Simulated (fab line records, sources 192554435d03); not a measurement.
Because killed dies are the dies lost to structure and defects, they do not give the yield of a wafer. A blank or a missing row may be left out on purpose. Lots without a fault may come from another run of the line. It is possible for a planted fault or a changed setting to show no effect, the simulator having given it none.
fab line records	flow n5_finfet
record: lots: 7	wafers: 21
route steps=1938 shown BEOL_M7@1273 BEOL_M9@1408 BEOL_M10@1494 BEOL_M11@1573
start_h: hours from the record's opening day to when the first of the lot's shown wafers began	wait_h: hours from the lot's prior step to this one	" the same as in the row above	L1.1+2: a single row standing in for several wafers	- value missing, or start not given	* or withheld: withheld	< > ~ a bound
route shown NAME@n: names a module that has steps shown in the file, with the first one's number in the route	usual: mean/standard deviation taken from wafers without a fault	same: alike in all rows	chamber/n: place in a boat	sites: readings site by site	_std_site: standard deviation of those values	_edge_site: inner sites' mean taken away from outer sites' mean	radius_mm: for every site, how far away it sits from the centre of the wafer	mask NAME#n: copy n	behind: the last tool/chamber to shape the wafer	hold: cause of the lot's hold/its duration in hours/its outcome	device: names the non-switching transistor (n, p or np)	end of line: the tests these same wafers got at the end of their route	for a step that has no rows: nothing shown but its recipe	killed: count of dies lost to structure and defects at first sort (not the wafer's yield)	map: per-die view of a wafer (x killed, . not killed, _ where there is no die)
set.NAME: the setting as run; set.NAME@STEP: as run at that earlier step	model.NAME: the simulator's own value behind a step, which no gauge read
lots run with intentionally changed settings; tables by step, rows by wafer
== steps ==
step: N5_BEOL_M7_EXPOSE_08
recipe: mask_id: M7	na: 1.35	source_shape: dipole	sigma_inner: 0.817	sigma_outer: 0.97	polarization: te	dose_mj: 68.25
lot.wafer	tool	chamber	start_h	wait_h	mask	set.dose_mj
L077.2+5	arfi_scanner-02	0	284.54	-	M7#0	65.45
L077.6	"	0	"	"	M7#0	68.25
L076.2+3+6	arfi_scanner-02	0	294.72	-	M7#0	68.25
L086.1	arfi_scanner-02	0	321.26	-	M7#0	65.46
L086.3+5	"	0	"	"	M7#0	68.25
L084.2+4	arfi_scanner-03	0	337.80	-	M7#0	72.97
L084.6	"	0	"	"	M7#0	68.25
L087.1+5	arfi_scanner-02	0	382.84	-	M7#0	64.38
L087.2	"	0	"	"	M7#0	68.25
L094.1+5+6	arfi_scanner-01	0	389.30	-	M7#0	68.25
L096.3+4+6	arfi_scanner-03	0	393.03	-	M7#0	68.25
step: N5_BEOL_M7_PEB_09
recipe: peb_temp_c: withheld	peb_time_s: 60	resist: CAR-ArF
step: N5_BEOL_M7_DEVELOP_10
recipe: develop_time_s: 30	developer: TMAH	resist: CAR-ArF	rinse_liquid: diw	dry: air_spin	dev_temp_c: 23
step: N5_BEOL_M7_CD_MEAS_11
recipe: target_cd_nm: 38.5	landing_energy_ev: 500	detector: se_inlens	polarity: opening
usual: cd_nm: 38.6/0.6
lot.wafer	tool	chamber	start_h	wait_h	set.dose_mj@BEOL_M7_EXPOSE_08	cd_nm
L077.2	cd_sem-03	0	284.67	-	65.45	35.8
L077.5	"	0	"	"	65.45	36.6
L077.6	"	0	"	"	68.25	38.9
L076.2	cd_sem-01	0	294.84	-	68.25	39.5
L076.3	"	0	"	"	68.25	38.8
L076.6	"	0	"	"	68.25	38.6
L086.1	cd_sem-01	0	321.39	-	65.46	36.3
L086.3	"	0	"	"	68.25	37.5
L086.5	"	0	"	"	68.25	38.3
L084.2	cd_sem-01	0	337.92	-	72.97	41.3
L084.4	"	0	"	"	72.97	41.1
L084.6	"	0	"	"	68.25	37.9
L087.1	cd_sem-02	0	382.97	-	64.38	34.3
L087.2	"	0	"	"	68.25	37.9
L087.5	"	0	"	"	64.38	35.5
L094.1	cd_sem-02	0	389.43	-	68.25	38.5
L094.5	"	0	"	"	68.25	38.5
L094.6	"	0	"	"	68.25	38.0
L096.3	cd_sem-03	0	393.15	-	68.25	38.7
L096.4	"	0	"	"	68.25	39.1
L096.6	"	0	"	"	68.25	38.7
step: N5_BEOL_M7_DESCUM_16
recipe: chemistry: O2	time_s: 7.9	source_power_w: 50	bias_power_w: 20	pressure_mtorr: 20	rf_frequency_hz: 2.712e+07	temp_c: 40	resist: CAR-ArF	o2_flow_sccm: 225
lot.wafer	tool	chamber	start_h	wait_h	set.spin_rpm@BEOL_M7_COAT_05	model.CAR-ArF_of_BEOL_M7_COAT_05.thk_nm
L077.2	rie_diel-02	3	284.76	0.0	1399	86.6
L077.5	"	1	"	"	1500	83.8
L077.6	"	2	"	"	1399	86.4
L076.2	rie_diel-05	3	294.93	0.0	1500	83.8
L076.3	"	2	"	"	1500	83.4
L076.6	"	2	"	"	1500	83.6
L086.1	rie_diel-06	0	321.50	0.0	1401	86.6
L086.3	"	1	"	"	1500	82.8
L086.5	"	1	"	"	1500	83.4
L084.2+6	rie_diel-06	3,1	338.01	0.0	1500	83.6
L084.4	"	2	"	"	1648	79.6
L087.1+5	rie_diel-02	1	383.06	0.0	1598	80.6
L087.2	"	0	"	"	1598	80.2
L094.1+6	rie_diel-02	0,3	389.76	0.3	1548	82.4
L094.5	"	0	"	"	1500	83.4
L096.3	rie_diel-02	1	393.23	0.0	1500	83.2
L096.4	"	2	"	"	1543	82.4
L096.6	"	2	"	"	1543	82.2
step: N5_BEOL_M7_ETCH_61
recipe: chemistry: CF4	target: SiARC	target_depth_a: 455	mask_material: CAR-ArF	time_s: 75.8	ion_energy_ev: 80	pressure_mtorr: 40	source_w: 545	bias_w: 36	Ar_flow_sccm: 100	cf4_flow_sccm: 100	ends: cleared
lot.wafer	tool	chamber	start_h	wait_h	set.dose_mj@BEOL_M7_EXPOSE_08	model.BEOL_M7.cd_offset_nm
L077.2	rie_diel-02	3	284.79	0.0	65.45	-3
L077.5	"	1	"	"	65.45	-1.8
L077.6	"	2	"	"	68.25	0.6
L076.2+6	rie_diel-05	3,2	294.96	0.0	68.25	0.4
L076.3	"	2	"	"	68.25	1
L086.1	rie_diel-06	0	321.54	0.0	65.46	-2.4
L086.3	"	1	"	"	68.25	-1
L086.5	"	1	"	"	68.25	0
L084.2+4	rie_diel-06	3,2	338.04	0.0	72.97	2.6
L084.6	"	1	"	"	68.25	0
L087.1	rie_diel-02	1	383.10	0.0	64.38	-4
L087.2	"	0	"	"	68.25	-0.6
L087.5	"	1	"	"	64.38	-2.8
L094.1+6	rie_diel-02	0,3	389.80	0.0	68.25	-0.2
L094.5	"	0	"	"	68.25	-0.4
L096.3	rie_diel-02	1	393.27	0.0	68.25	0.4
L096.4+6	"	2	"	"	68.25	0.8
step: N5_BEOL_M7_ETCH_62
recipe: chemistry: N2/H2	target: SOC	target_depth_a: 1100	overetch_a: 220	mask_material: SiARC	temp_c: 40	time_s: 165	ion_energy_ev: 200	pressure_mtorr: 30	source_w: 840	bias_w: 150	n2_flow_sccm: 200	h2_flow_sccm: 200
step: N5_BEOL_M7_STRIP_68
recipe: chemistry: N2/H2	temp_c: 40	n2_flow_sccm: 200	h2_flow_sccm: 200	rf_frequency_hz: 6e+07
step: N5_BEOL_M7_STRIP_67
recipe: chemistry: CF4	resist: SiARC	power_w: 300	bias_power_w: 75	pressure_mtorr: 50	cf4_flow_sccm: 150	rf_frequency_hz: 6e+07
step: N5_BEOL_M7_HM_OPEN_17
recipe: chemistry: Cl2/BCl3	target_depth_a: 200	overetch_a: 60	target: TiN	mask_material: SOC	ion_energy_ev: 150	pressure_mtorr: 10	icp_w: 1000	bias_w: 126	Cl2_flow_sccm: 53.25	bcl3_flow_sccm: 21.75	Ar_flow_sccm: 25
lot.wafer	tool	chamber	start_h	wait_h	set.dose_mj@BEOL_M7_EXPOSE_08	model.BEOL_M7.cd_offset_nm
L077.2	rie_metal-03	1	285.03	0.0	65.45	-3.2
L077.5	"	0	"	"	65.45	-2
L077.6	"	1	"	"	68.25	1
L076.2	rie_metal-01	0	295.21	0.0	68.25	0.4
L076.3	"	1	"	"	68.25	1.6
L076.6	"	1	"	"	68.25	0.8
L086.1	rie_metal-01	0	321.78	0.0	65.46	-2.6
L086.3	"	1	"	"	68.25	-1.4
L086.5	"	0	"	"	68.25	-0.6
L084.2	rie_metal-02	1	338.29	0.0	72.97	2.4
L084.4	"	1	"	"	72.97	3
L084.6	"	0	"	"	68.25	-0.4
L087.1	rie_metal-01	1	383.34	0.0	64.38	-3.8
L087.2	"	0	"	"	68.25	-1
L087.5	"	0	"	"	64.38	-3
L094.1+6	rie_metal-02	0	390.05	0.0	68.25	-0.8
L094.5	"	1	"	"	68.25	-1
L096.3	rie_metal-01	0	393.54	0.1	68.25	0.2
L096.4	"	1	"	"	68.25	1.2
L096.6	"	0	"	"	68.25	0.6
step: N5_BEOL_M7_STRIP_19
recipe: chemistry: O2	power_w: 400	temp_c: 40	pressure_mtorr: 30	rf_frequency_hz: 6e+07	bias_power_w: 0	overash_fraction: 0.2	o2_flow_sccm: 225
step: N5_BEOL_M7_CD_MEAS_18
recipe: pitch_nm: 80	target_cd_nm: 40
usual: cd_nm: 40.1/0.77
lot.wafer	tool	chamber	start_h	wait_h	set.dose_mj@BEOL_M7_EXPOSE_08	cd_nm
L077.2	cd_sem-01	-	285.22	0.1	65.45	36.6
L077.5	"	-	"	"	65.45	38.1
L077.6	"	-	"	"	68.25	41.2
L076.2	cd_sem-01	-	295.40	0.1	68.25	40.5
L076.3	"	-	"	"	68.25	41.6
L076.6	"	-	"	"	68.25	40.7
L086.1	cd_sem-03	-	322.21	0.0	65.46	37.5
L086.3	"	-	"	"	68.25	38.5
L086.5	"	-	"	"	68.25	39.3
L084.2	cd_sem-03	-	338.50	0.1	72.97	42.4
L084.4	"	-	"	"	72.97	42.9
L084.6	"	-	"	"	68.25	39.7
L087.1	cd_sem-02	-	383.52	0.0	64.38	36.0
L087.2	"	-	"	"	68.25	39.1
L087.5	"	-	"	"	64.38	37.3
L094.1	cd_sem-02	-	390.23	0.0	68.25	39.3
L094.5	"	-	"	"	68.25	38.9
L094.6	"	-	"	"	68.25	39.5
L096.3	cd_sem-03	-	393.69	0.1	68.25	40.1
L096.4	"	-	"	"	68.25	41.4
L096.6	"	-	"	"	68.25	40.6
step: N5_BEOL_M7_COAT_63
recipe: resist: SOC	temp_c: 250	time_s: 60	spin_rpm: 1500	resist_thk_nm: 60
step: N5_BEOL_M7_COAT_64
recipe: resist: SiARC	temp_c: 220	time_s: 60	spin_rpm: 1500	resist_thk_nm: 12
step: N5_BEOL_M7_PRECLEAN_42
recipe: chemistry: residue_remover	time_s: 60	temp_c: 40
step: N5_BEOL_M7_SRD_43
recipe: time_s: 30	temp_c: 23	rinse_liquid: diw	dry: ipa_marangoni
step: N5_BEOL_M7_CD_MEAS_35
recipe: target_cd_nm: 40	polarity: opening
usual: cd_nm: 40.0/0.77
lot.wafer	tool	chamber	start_h	wait_h	set.dose_mj@BEOL_M7_EXPOSE_08	cd_nm
L077.2	cd_sem-03	-	286.60	0.0	65.45	37.3
L077.5	"	-	"	"	65.45	37.8
L077.6	"	-	"	"	68.25	41.4
L076.2	cd_sem-02	-	298.59	0.0	68.25	40.3
L076.3	"	-	"	"	68.25	41.1
L076.6	"	-	"	"	68.25	40.8
L086.1	cd_sem-02	-	325.68	0.0	65.46	37.3
L086.3	"	-	"	"	68.25	38.1
L086.5	"	-	"	"	68.25	40.0
L084.2	cd_sem-02	-	339.73	0.0	72.97	42.6
L084.4	"	-	"	"	72.97	43.3
L084.6	"	-	"	"	68.25	39.7
L087.1	cd_sem-03	-	384.69	0.0	64.38	36.2
L087.2	"	-	"	"	68.25	39.3
L087.5	"	-	"	"	64.38	37.0
L094.1	cd_sem-02	-	392.89	0.0	68.25	39.2
L094.5	"	-	"	"	68.25	38.8
L094.6	"	-	"	"	68.25	39.0
L096.3	cd_sem-02	-	395.66	0.0	68.25	40.5
L096.4	"	-	"	"	68.25	41.0
L096.6	"	-	"	"	68.25	40.4
step: N5_BEOL_M9_COAT_05
recipe: resist: CAR-ArF	spin_rpm: 1500	resist_thk_nm: 90
lot.wafer	tool	chamber	start_h	wait_h	set.spin_rpm	model.CAR-ArF_of_BEOL_M9_COAT_05.thk_nm
L077.2	litho_track-01	0	-	-	1429	91.8
L077.5	"	0	"	"	1429	91.4
L077.6	"	0	"	"	1500	89.4
L076.2	litho_track-02	0	-	-	1500	90.6
L076.3	"	0	"	"	1500	90
L076.6	"	0	"	"	1500	90.2
L086.1	litho_track-05	0	-	-	1370	94.4
L086.3	"	0	"	"	1500	90.2
L086.5	"	0	"	"	1500	90
L084.2	litho_track-02	0	-	-	1500	90
L084.4+6	"	0	"	"	1500	90.4
L087.1	litho_track-02	0	-	-	1375	94.4
L087.2	"	0	"	"	1500	90.2
L087.5	"	0	"	"	1375	94.8
L094.1+5	litho_track-05	0	-	-	1500	90.2
L094.6	"	0	"	"	1500	90
L096.3+4+6	litho_track-05	0	-	-	1500	89.6
step: N5_BEOL_M9_EBR_07
recipe: solvent: PGMEA	ebr_width_mm: 1.5
step: N5_BEOL_M9_SOFTBAKE_06
recipe: temp_c: 110	time_s: 60	resist: CAR-ArF
step: N5_BEOL_M9_EXPOSE_08
recipe: mask_id: M9	na: 1.35	source_shape: dipole	sigma_inner: 0.411	sigma_outer: 0.611	polarization: te	dose_mj: 53.75
step: N5_BEOL_M9_PEB_09
recipe: peb_temp_c: withheld	peb_time_s: 60	resist: CAR-ArF
step: N5_BEOL_M9_DEVELOP_10
recipe: develop_time_s: 30	developer: TMAH	resist: CAR-ArF	rinse_liquid: diw	dry: air_spin	dev_temp_c: 23
lot.wafer	tool	chamber	start_h	wait_h	set.spin_rpm@BEOL_M9_COAT_05	model.CAR-ArF_of_BEOL_M9_COAT_05.thk_nm
L077.2	litho_track-01	0	-	-	1429	90
L077.5	"	0	"	"	1429	89.8
L077.6	"	0	"	"	1500	87.6
L076.2	litho_track-02	0	-	-	1500	88.8
L076.3	"	0	"	"	1500	88.4
L076.6	"	0	"	"	1500	88.6
L086.1	litho_track-01	0	-	-	1370	92.6
L086.3+5	"	0	"	"	1500	88.4
L084.2	litho_track-05	0	-	-	1500	88.4
L084.4	"	0	"	"	1500	88.6
L084.6	"	0	"	"	1500	88.8
L087.1	litho_track-05	0	-	-	1375	92.6
L087.2	"	0	"	"	1500	88.6
L087.5	"	0	"	"	1375	93
L094.1+5	litho_track-02	0	-	-	1500	88.6
L094.6	"	0	"	"	1500	88.2
L096.3+6	litho_track-01	0	-	-	1500	87.8
L096.4	"	0	"	"	1500	88
step: N5_BEOL_M10_COAT_63
recipe: resist: SOC	temp_c: 250	time_s: 60	spin_rpm: 1500	resist_thk_nm: 100
lot.wafer	tool	chamber	start_h	wait_h	set.spin_rpm	model.SOC_of_BEOL_M10_COAT_63.thk_nm
L077.2	litho_track-04	0	308.54	0.3	1332	106.2
L077.5+6	"	0	"	"	1500	100.2
L076.2+3+6	litho_track-03	0	323.22	1.7	1500	100
L086.1+5	litho_track-04	0	372.85	6.4	1549	98.6
L086.3	"	0	"	"	1500	100.2
L084.2+4+6	litho_track-05	0	380.34	2.0	1500	99.8
L087.1	litho_track-03	0	409.97	2.2	1450	101
L087.2+5	"	0	"	"	1450	101.6
L096.3	litho_track-04	0	422.60	3.4	1500	100
L096.4	"	0	"	"	1360	105
L096.6	"	0	"	"	1360	104.8
L094.1	litho_track-05	0	422.60	3.4	1500	100.2
L094.5	"	0	"	"	1587	97.2
L094.6	"	0	"	"	1587	97
step: N5_BEOL_M10_COAT_22
recipe: resist: CAR-ArF	spin_rpm: 1500	resist_thk_nm: 90
lot.wafer	tool	chamber	start_h	wait_h	set.spin_rpm	model.CAR-ArF_of_BEOL_M10_COAT_22.thk_nm
L077.2+6	litho_track-04	0	-	-	1500	89.8
L077.5	"	0	"	"	1500	89.6
L076.2+6	litho_track-03	0	-	-	1500	90
L076.3	"	0	"	"	1500	89.8
L086.1	litho_track-04	0	-	-	1500	90
L086.3	"	0	"	"	1400	93.2
L086.5	"	0	"	"	1400	93
L084.2+6	litho_track-05	0	-	-	1500	90.2
L084.4	"	0	"	"	1500	90.4
L087.1+2	litho_track-03	0	-	-	1594	87.4
L087.5	"	0	"	"	1500	90.4
L096.3+6	litho_track-04	0	-	-	1500	90.2
L096.4	"	0	"	"	1500	90.4
L094.1	litho_track-05	0	-	-	1500	89.8
L094.5	"	0	"	"	1500	90
L094.6	"	0	"	"	1602	87
step: N5_BEOL_M10_EBR_24
recipe: solvent: PGMEA	ebr_width_mm: 1.5
step: N5_BEOL_M10_SOFTBAKE_23
recipe: temp_c: 110	time_s: 60	resist: CAR-ArF
step: N5_BEOL_M10_DESCUM_33
recipe: chemistry: O2	time_s: 7.9	source_power_w: 50	bias_power_w: 20	pressure_mtorr: 20	rf_frequency_hz: 2.712e+07	temp_c: 40	resist: CAR-ArF	o2_flow_sccm: 225
step: N5_BEOL_M10_ETCH_65
recipe: chemistry: CF4	target: SiARC	target_depth_a: 390	mask_material: CAR-ArF	time_s: 65	ion_energy_ev: 80	pressure_mtorr: 40	source_w: 545	bias_w: 36	Ar_flow_sccm: 100	cf4_flow_sccm: 100	ends: cleared
lot.wafer	tool	chamber	start_h	wait_h	set.spin_rpm@BEOL_M10_COAT_22	model.CAR-ArF_of_BEOL_M10_COAT_22.thk_nm
L077.2	rie_diel-03	2	309.03	0.0	1500	55.4
L077.5+6	"	0,1	"	"	1500	55.2
L076.2+6	rie_diel-04	3,2	323.72	0.0	1500	55.6
L076.3	"	0	"	"	1500	55.4
L086.1	rie_diel-01	2	373.45	0.0	1500	55.6
L086.3+5	"	3	"	"	1400	58.8
L084.2	rie_diel-01	0	380.89	0.0	1500	55.6
L084.4+6	"	3,2	"	"	1500	56
L087.1	rie_diel-03	0	410.78	0.0	1594	52.8
L087.2	"	1	"	"	1594	53
L087.5	"	0	"	"	1500	55.8
L096.3+4	rie_diel-01	1,0	423.07	0.0	1500	55.8
L096.6	"	2	"	"	1500	55.6
L094.1	rie_diel-03	0	423.12	0.0	1500	55.2
L094.5	"	2	"	"	1500	55.6
L094.6	"	3	"	"	1602	52.6
step: N5_BEOL_M10_ETCH_66
recipe: chemistry: N2/H2	target: SOC	target_depth_a: 1200	overetch_a: 240	mask_material: SiARC	temp_c: 40	time_s: 180	ion_energy_ev: 200	pressure_mtorr: 30	source_w: 840	bias_w: 150	n2_flow_sccm: 200	h2_flow_sccm: 200
lot.wafer	tool	chamber	start_h	wait_h	set.spin_rpm@BEOL_M10_COAT_63	model.etch.depth_nm
L077.2	rie_diel-03	2	309.08	0.0	1332	106.3
L077.5	"	0	"	"	1500	100.3
L077.6	"	1	"	"	1500	100.1
L076.2+6	rie_diel-04	3,2	323.77	0.0	1500	100
L076.3	"	0	"	"	1500	99.94
L086.1	rie_diel-01	2	373.50	0.0	1549	98.6
L086.3	"	3	"	"	1500	100.2
L086.5	"	3	"	"	1549	98.53
L084.2	rie_diel-01	0	380.94	0.0	1500	99.77
L084.4	"	3	"	"	1500	99.73
L084.6	"	2	"	"	1500	99.75
L087.1	rie_diel-03	0	410.83	0.0	1450	101
L087.2	"	1	"	"	1450	101.6
L087.5	"	0	"	"	1450	101.5
L096.3	rie_diel-01	1	423.12	0.0	1500	100
L096.4	"	0	"	"	1360	104.9
L096.6	"	2	"	"	1360	104.8
L094.1	rie_diel-03	0	423.17	0.0	1500	100.2
L094.5	"	2	"	"	1587	97.23
L094.6	"	3	"	"	1587	97.06
step: N5_BEOL_M11_ETCH_66
recipe: chemistry: N2/H2	target: SOC	target_depth_a: 1200	overetch_a: 240	mask_material: SiARC	temp_c: 40	time_s: 180	ion_energy_ev: 200	pressure_mtorr: 30	source_w: 840	bias_w: 150	n2_flow_sccm: 200	h2_flow_sccm: 200
lot.wafer	tool	chamber	start_h	wait_h	set.time_s	model.SiARC_of_BEOL_M11_COAT_64.thk_nm
L077.2	rie_diel-05	0	321.85	0.0	217.9	21.4
L077.5	"	0	"	"	180	22.8
L077.6	"	3	"	"	217.9	21.2
L076.2+6	rie_diel-02	1	330.41	0.0	180	23
L076.3	"	3	"	"	180	22.6
L086.1+3	rie_diel-05	2,0	383.65	0.0	214.7	21.4
L086.5	"	2	"	"	180	22.8
L084.2	rie_diel-02	3	392.38	0.0	180	22.6
L084.4+6	"	1,2	"	"	180	23
L087.1	rie_diel-05	2	423.04	0.0	180	22.6
L087.2+5	"	0,3	"	"	217.4	21
L096.3	rie_diel-05	0	432.40	0.0	159.9	23.4
L096.4	"	1	"	"	159.9	23.2
L096.6	"	1	"	"	180	22.4
L094.1+6	rie_diel-02	0,3	433.26	0.0	180	22.6
L094.5	"	2	"	"	180	23.2
== key ==
split: step: N5_BEOL_M7_EXPOSE_08	setting: dose_mj	stated: 68.25	by: wafer
response: step: N5_BEOL_M7_CD_MEAS_11	reading: cd_nm	change: +0.513	per: 1%	r: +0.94
response: step: N5_BEOL_M7_ETCH_61	reading: model.BEOL_M7.cd_offset_nm	change: +0.475	per: 1%	r: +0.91
response: step: N5_BEOL_M7_HM_OPEN_17	reading: model.BEOL_M7.cd_offset_nm	change: +0.496	per: 1%	r: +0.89
response: step: N5_BEOL_M7_CD_MEAS_18	reading: cd_nm	change: +0.494	per: 1%	r: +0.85
response: step: N5_BEOL_M7_CD_MEAS_35	reading: cd_nm	change: +0.536	per: 1%	r: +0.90
split: step: N5_BEOL_M9_COAT_05	setting: spin_rpm	stated: 1500	by: wafer
response: step: N5_BEOL_M9_COAT_05	reading: model.CAR-ArF_of_BEOL_M9_COAT_05.thk_nm	change: -0.505	per: 1%	r: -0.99
response: step: N5_BEOL_M9_DEVELOP_10	reading: model.CAR-ArF_of_BEOL_M9_COAT_05.thk_nm	change: -0.493	per: 1%	r: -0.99
split: step: N5_BEOL_M10_COAT_63	setting: spin_rpm	stated: 1500	by: wafer
response: step: N5_BEOL_M10_COAT_63	reading: model.SOC_of_BEOL_M10_COAT_63.thk_nm	change: -0.53	per: 1%	r: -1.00
response: step: N5_BEOL_M10_ETCH_66	reading: model.etch.depth_nm	change: -0.529	per: 1%	r: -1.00
split: step: N5_BEOL_M10_COAT_22	setting: spin_rpm	stated: 1500	by: wafer
response: step: N5_BEOL_M10_COAT_22	reading: model.CAR-ArF_of_BEOL_M10_COAT_22.thk_nm	change: -0.455	per: 1%	r: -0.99
response: step: N5_BEOL_M10_ETCH_65	reading: model.CAR-ArF_of_BEOL_M10_COAT_22.thk_nm	change: -0.451	per: 1%	r: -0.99
split: step: N5_BEOL_M11_ETCH_66	setting: time_s	stated: 180	by: wafer
response: step: N5_BEOL_M11_ETCH_66	reading: model.SiARC_of_BEOL_M11_COAT_64.thk_nm	change: -0.0743	per: 1%	r: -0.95
split outside_this_file step=N5_BEOL_M7_COAT_05 setting=spin_rpm
split outside_this_file: this setting was split too, and the file shows its column; the key of that split is in another file
